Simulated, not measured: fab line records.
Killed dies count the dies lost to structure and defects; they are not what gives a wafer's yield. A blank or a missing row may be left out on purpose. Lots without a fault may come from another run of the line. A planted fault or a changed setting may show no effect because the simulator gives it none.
fab line records	flow nand-harc
record lots=13	wafers=39	last-day=33
route steps=1302 shown A_CONTACT@1082 A_M1@1195 A_BONDPAD@1225 THIN_TSV@1279 END@1302
lots that met no fault: taken from a fault-free run of the same line
start-h: start of the lot's first displayed wafer, in hours after the record's first day	wait-h: time in hours since the lot's previous step	" identical to the entry in the row above	L1.1+2: a single row standing in for several wafers	- no value, or no start given	* or withheld: withheld	< > ~ a bound
route shown NAME@n: NAME is a module with steps in the file, n the number in the route of the first one	usual: mean/standard deviation taken from wafers without a fault	same: alike in all rows	chamber/n: place in a boat	sites: the reading at each site	_std_site: the values' standard deviation	_edge_site: outer sites' mean less inner sites'	radius-mm: how far each site lies from the wafer's centre	mask NAME#n: copy n	behind: the tool/chamber that last shaped the wafer	hold: reason for holding the lot/hours on hold/outcome of the hold	device: the transistor (n, p or np) that didn't switch	end of line: the route-end tests of the same wafers	a step with no rows: only its recipe	killed: dies that structure and defects cost at the first sort, which is not the same as the wafer's yield	map: a wafer's dies, x killed, . not, _ none there
set.NAME: the setting that was run; set.NAME@STEP: the one run at that earlier step	model.NAME: the simulator's own value behind a step, which no gauge read
route steps across a sampled set of lots; one table per step, one row per wafer
services: from which hour (start-h, from the record's first day; less than 0 if before it) a tool's chamber was out of use, for how many hours, and why
## steps
# step NHARC_A_CONTACT_ETCH_88
# recipe target-depth-a=390	over-etch-frac=0.3	time-s=65	ion-energy-ev=80	cf4-flow-sccm=150	ar-flow-sccm=0	rf-w=300	bias-w=100	chemistry=CF4
# usual drypump-motor-current-A=5.70/0.27	oes-product-au=1.003/0.0098	rf-vpp-V=151.2/1.2	showerhead-plenum-p-Torr=1.76/0.069	throttle-valve-pct=13.285/0.0089
# same time-s=65
lot.wafer	tool	chamber	start-h	wait-h	drypump-motor-current-A	oes-product-au	rf-hours-counter-h	rf-vpp-V	showerhead-plenum-p-Torr	throttle-valve-pct
L398.1	rie-diel-12	3	521.23	0.1	5.84	0.996	12	150.3	1.72	13.275
L398.3	"	0	"	"	5.34	1.014	14	150.1	1.65	13.288
L398.6	"	3	"	"	5.84	1.005	-	151.3	1.72	13.294
L401.3	rie-diel-12	1	533.86	0.1	5.35	1.017	18	152.3	1.84	13.286
L401.6	"	3	"	"	5.83	1.005	-	150.8	1.72	13.293
L401.4	"	2	"	"	5.88	1.008	-	152.1	1.83	13.278
L400.1	rie-diel-12	1	536.77	0.1	5.35	1.006	19	151.7	1.84	13.283
L400.4	"	2	"	"	5.89	0.985	-	152.3	1.83	13.303
L400.5	"	3	"	"	5.80	0.994	-	150.2	1.72	13.286
L399.1	rie-diel-13	2	539.27	0.2	5.78	1.011	5	152.6	1.70	13.281
L399.4	"	1	"	"	5.92	1.008	5	151.2	1.80	13.276
L399.5	"	3	"	"	5.93	1.021	-	150.8	1.77	13.291
L402.2	rie-diel-13	3	548.08	0.1	5.92	1.014	11	150.4	1.77	13.277
L402.3	"	0	"	"	5.86	0.999	10	151.8	1.81	13.270
L402.5	"	2	"	"	5.79	1.002	-	148.8	1.70	13.272
L403.1	rie-diel-12	2	571.62	0.1	5.89	1.003	24	152.6	1.83	13.294
L403.3	"	3	"	"	5.83	0.994	23	149.0	1.72	13.270
L403.6	"	1	"	"	5.32	0.998	-	152.4	1.84	13.312
L404.1	rie-diel-12	0	576.51	0.1	5.42	0.995	20	149.5	1.65	13.284
L404.4	"	0	"	"	5.38	0.999	-	150.5	1.65	13.293
L404.6	"	1	"	"	5.34	0.998	-	152.5	1.84	13.286
L405.4	rie-diel-12	1	586.68	0.1	5.34	0.992	27	152.4	1.84	13.273
L405.2	"	0	"	"	5.41	0.990	22	149.1	1.65	13.286
L405.6	"	2	"	"	5.89	0.988	-	151.5	1.83	13.293
L406.3	rie-diel-02	0	606.16	0.1	6.24	0.990	7	150.1	1.66	13.304
L406.4	"	2	"	"	5.67	1.009	7	152.1	1.89	13.286
L406.6	"	0	"	"	6.29	0.996	-	150.9	1.66	13.284
L411.3	rie-diel-12	0	656.81	0.1	5.38	0.998	5	149.8	1.65	13.288
L411.4	"	2	"	"	5.89	1.008	6	150.8	1.82	13.275
L411.6	"	1	"	"	5.34	1.004	-	150.9	1.83	13.298
L417.3	rie-diel-02	3	698.02	0.1	5.71	1.002	39	150.5	1.76	13.298
L417.4	"	1	"	"	5.12	1.004	40	151.9	1.81	13.281
L417.6	"	2	"	"	5.64	1.013	-	151.6	1.88	13.289
L418.1	rie-diel-13	3	721.97	0.1	5.91	1.011	6	150.7	1.75	13.290
L418.2	"	0	"	"	5.89	0.986	8	152.0	1.80	13.277
L418.4	"	2	"	"	5.78	1.003	7	150.3	1.68	13.293
L421.4	rie-diel-02	1	746.28	0.1	5.14	0.995	53	151.5	1.81	13.285
L421.2	"	0	"	"	6.29	0.985	53	150.3	1.65	13.288
L421.5	"	2	"	"	5.63	1.011	-	151.4	1.88	13.284
# step NHARC_A_M1_CMP_23
# recipe t-overpolish-s=20	target-thk-nm=154.34
# usual edge-zone-pressure-frac=1.000/0.005	motor-current-A=11.4/1.1	pad-life-wafers=140/100	time-to-endpoint-s=30/3.3
lot.wafer	tool	chamber	start-h	wait-h	edge-zone-pressure-frac	motor-current-A	pad-life-wafers	time-to-endpoint-s
L398.1	cmp-02	1	537.58	-	1.001	11.9	31	30
L398.3	"	3	"	"	1.002	9.9	33	27
L398.6	"	1	"	"	0.997	12.1	-	26
L401.4	cmp-04	2	552.93	-	0.998	10.7	162	28
L401.3	"	3	"	"	1.006	13.8	163	27
L401.6	"	3	"	"	0.994	13.1	-	30
L400.1	cmp-02	0	554.30	-	0.999	9.7	110	30
L400.4	"	1	"	"	0.998	12.1	111	30
L400.5	"	2	"	"	0.994	10.4	-	32
L399.1	cmp-04	1	556.09	-	0.998	12.1	180	32
L399.4	"	2	"	"	1.003	10.9	181	28
L399.5	"	1	"	"	1.005	12.1	-	35
L402.2	cmp-04	2	564.66	-	1.001	10.0	204	29
L402.3	"	1	"	"	1.001	12.2	207	32
L402.5	"	3	"	"	1.004	13.2	-	30
L403.1	cmp-02	1	588.59	-	1.000	12.6	259	28
L403.3	"	2	"	"	0.997	10.6	260	31
L403.6	"	0	"	"	1.000	10.0	-	28
L404.4	cmp-02	2	593.67	-	1.004	10.5	282	30
L404.1	"	1	"	"	0.999	12.1	285	27
L404.6	"	3	"	"	0.999	10.2	-	26
L405.4	cmp-03	2	603.49	-	0.994	13.0	126	33
L405.2	"	1	"	"	0.996	11.2	129	33
L405.6	"	2	"	"	1.002	12.6	-	31
L406.3	cmp-02	0	622.98	-	1.003	9.7	385	30
L406.4	"	1	"	"	0.995	11.5	386	29
L406.6	"	0	"	"	1.007	9.8	-	30
L411.3	cmp-03	3	673.79	-	0.997	10.7	36	29
L411.4	"	1	"	"	1.007	10.8	38	34
L411.6	"	3	"	"	1.003	10.5	-	29
L417.4	cmp-04	1	715.45	-	0.999	12.3	38	32
L417.3	"	2	"	"	0.987	10.4	39	29
L417.6	"	0	"	"	1.005	12.3	-	25
L418.1	cmp-04	1	738.82	-	1.003	12.2	132	38
L418.2	"	2	"	"	0.992	10.2	133	33
L418.4	"	3	"	"	1.005	13.1	134	32
L421.2	cmp-04	2	762.94	-	1.000	10.3	235	26
L421.4	"	3	"	"	0.996	13.4	236	26
L421.5	"	1	"	"	1.000	11.8	-	32
# step NHARC_A_BONDPAD_DEGAS_25
# recipe temp-c=300	time-s=60
# usual heater-power-w=438/39
# same time-s=60
lot.wafer	tool	chamber	start-h	wait-h	heater-power-w
L398.1	pvd-sputter-02	-	541.09	-	422
L398.3	"	-	"	"	478
L398.6	"	-	"	"	403
L401.3	pvd-sputter-03	-	556.58	-	495
L401.4	"	-	"	"	399
L401.6	"	-	"	"	425
L400.1	pvd-sputter-01	-	557.85	-	442
L400.4	"	-	"	"	390
L400.5	"	-	"	"	382
L399.1	pvd-sputter-02	-	559.51	-	483
L399.4	"	-	"	"	478
L399.5	"	-	"	"	468
L402.3	pvd-sputter-03	-	568.53	-	405
L402.2	"	-	"	"	506
L402.5	"	-	"	"	427
L403.1	pvd-sputter-02	-	591.99	-	452
L403.3	"	-	"	"	405
L403.6	"	-	"	"	477
L404.1	pvd-sputter-03	-	597.21	-	412
L404.4	"	-	"	"	423
L404.6	"	-	"	"	493
L405.4	pvd-sputter-03	-	607.04	-	428
L405.2	"	-	"	"	499
L405.6	"	-	"	"	386
L406.3	pvd-sputter-03	-	626.38	-	416
L406.4	"	-	"	"	495
L406.6	"	-	"	"	396
L411.3	pvd-sputter-02	-	677.54	-	470
L411.4	"	-	"	"	474
L411.6	"	-	"	"	406
L417.3	pvd-sputter-01	-	719.03	-	439
L417.4	"	-	"	"	375
L417.6	"	-	"	"	442
L418.1	pvd-sputter-01	-	742.61	-	469
L418.4	"	-	"	"	489
L418.2	"	-	"	"	435
L421.2	pvd-sputter-02	-	766.70	-	399
L421.4	"	-	"	"	470
L421.5	"	-	"	"	395
# step NHARC_THIN_TSV_DEGAS_53
# recipe temp-c=300	time-s=60
# usual heater-power-w=441/37
# same time-s=60
lot.wafer	tool	chamber	start-h	wait-h	heater-power-w
L398.1	pvd-sputter-03	-	563.17	0.1	426
L398.3	"	-	"	"	482
L398.6	"	-	"	"	410
L401.3	pvd-sputter-03	-	575.23	0.1	416
L401.4	"	-	"	"	419
L401.6	"	-	"	"	388
L400.1	pvd-sputter-03	-	576.45	0.1	421
L400.4	"	-	"	"	422
L400.5	"	-	"	"	421
L399.4	pvd-sputter-02	-	577.66	0.1	478
L399.1	"	-	"	"	463
L399.5	"	-	"	"	462
L402.3	pvd-sputter-02	-	587.97	0.1	468
L402.2	"	-	"	"	464
L402.5	"	-	"	"	480
L403.1	pvd-sputter-01	-	610.90	0.1	459
L403.3	"	-	"	"	466
L403.6	"	-	"	"	476
L404.4	pvd-sputter-02	-	618.86	0.1	407
L404.1	"	-	"	"	457
L404.6	"	-	"	"	409
L405.4	pvd-sputter-03	-	626.94	0.1	396
L405.2	"	-	"	"	428
L405.6	"	-	"	"	386
L406.4	pvd-sputter-03	-	648.99	0.1	432
L406.3	"	-	"	"	486
L406.6	"	-	"	"	410
L411.3	pvd-sputter-02	-	701.84	0.1	400
L411.4	"	-	"	"	466
L411.6	"	-	"	"	471
L417.4	pvd-sputter-02	-	737.72	0.1	460
L417.3	"	-	"	"	473
L417.6	"	-	"	"	476
L418.2	pvd-sputter-03	-	763.72	0.1	395
L418.1	"	-	"	"	480
L418.4	"	-	"	"	429
L421.4	pvd-sputter-02	-	785.92	0.1	471
L421.2	"	-	"	"	482
L421.5	"	-	"	"	476
# step NHARC_END_SORT_01
# recipe temp-c=25
# usual killed-at-array=58/18	killed-at-other=1.0/1.5	killed-at-periphery=4/3.1	killed-dies=64/18	killed-open=3.4/1.9	killed-short=2.7/1.7
# same gross-dies=677
lot.wafer	tool	chamber	start-h	wait-h	killed-at-array	killed-at-other	killed-at-periphery	killed-dies	killed-open	killed-short
L411.3	prober-01	0	712.50	3.1	72	0	3	75	3	5
L411.4	prober-01	0	713.30	3.4	178	0	0	178	1	2
L411.6	prober-01	0	714.89	4.0	84	0	4	88	9	1
# killed by level:class
L411.3 A_SLIT:chamber-film-flake=32 A_CHANNEL_HOLE_D1:chamber-film-flake=24 A_STAIRCASE:chamber-film-flake=3 A_DECK1_JOINT:geometric-particle:short=2 A_WL_FILL:geometric-particle:short=2 A_BLC:geometric-particle:open=2 A_CHANNEL_FILL_D1:chamber-film-flake=2 A_CONTACT:chamber-film-flake=2
L411.4 A_CONTACT:unspecified=106 A_SLIT:chamber-film-flake=36 A_CHANNEL_HOLE_D1:chamber-film-flake=25 A_CONTACT:chamber-film-flake=3 A_WL_FILL:chamber-film-flake=2 A_ONON_D1:geometric-particle:short=1 A_CONTACT:geometric-particle:short=1 A_BLC:geometric-particle:open=1
L411.6 A_CHANNEL_HOLE_D1:chamber-film-flake=36 A_SLIT:chamber-film-flake=36 P_GATE:chamber-film-flake=2 P_GATE:geometric-particle:open=1 A_ONON_D1:geometric-particle:short=1 A_CHANNEL_HOLE_D1:geometric-particle:open=1 A_ONON_D2:geometric-particle:open=1 A_CHANNEL_HOLE_D2:geometric-particle:open=1
## services
tool	chamber	start-h	hours	kind
cmp-04	-	503.00	4.0	pm
pvd-sputter-03	-	526.00	10.0	pm
cmp-02	-	527.94	4.0	pm
cmp-04	-	528.32	1.3	repair
cmp-02	-	558.49	4.0	repair
cmp-02	-	572.22	0.5	repair
rie-diel-12	2	574.55	3.9	repair
cmp-04	-	600.78	1.7	repair
pvd-sputter-03	-	608.25	5.0	repair
cmp-04	-	608.54	2.7	repair
rie-diel-12	-	622.48	9.0	pm
cmp-02	-	625.94	4.0	pm
cmp-04	-	629.68	1.5	repair
pvd-sputter-03	-	632.94	1.4	repair
pvd-sputter-02	-	638.00	10.0	pm
cmp-04	-	644.19	9.6	repair
cmp-02	-	664.31	10.7	repair
rie-diel-12	-	669.03	5.1	repair
cmp-04	-	700.43	4.0	pm
pvd-sputter-03	-	704.00	10.0	pm
rie-diel-12	2	710.59	2.6	repair
pvd-sputter-03	-	714.88	5.2	repair
pvd-sputter-02	-	738.97	5.9	repair
pvd-sputter-03	-	739.24	3.7	repair
## key
first-sign step=NHARC_END_SORT_01	reading=killed-at-array	direction=up	sigmas=6.8	usual=58	struck=178
effect step=NHARC_END_SORT_01	reading=killed-dies	direction=up	sigmas=6.4	usual=64	struck=178
more-kills-born-at NHARC_A_CONTACT_ETCH_88@rie-diel-12=106
met-at NHARC_A_CONTACT_ETCH_88
struck-lots L411
struck-wafers L411.4
tester-left-out L411
not-acting-at NHARC_A_M1_CMP_23,NHARC_A_BONDPAD_DEGAS_25,NHARC_THIN_TSV_DEGAS_53
onset-between 586.68 656.81
fault kind=chamber-particle-source	tool=rie-diel-12	chamber=2	onset-h=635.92	steps=NHARC_A_CONTACT_ETCH_88	rate-per-visit-cm2=1.9267	end-h=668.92
# tester-left-out: of these lots the tester's yield and bins aren't shown, on N5 and GAA mostly nor the transistor test; their killed dies are dies lost to structure and defects alone, not to doping, threshold or leakage, so they don't give the yield
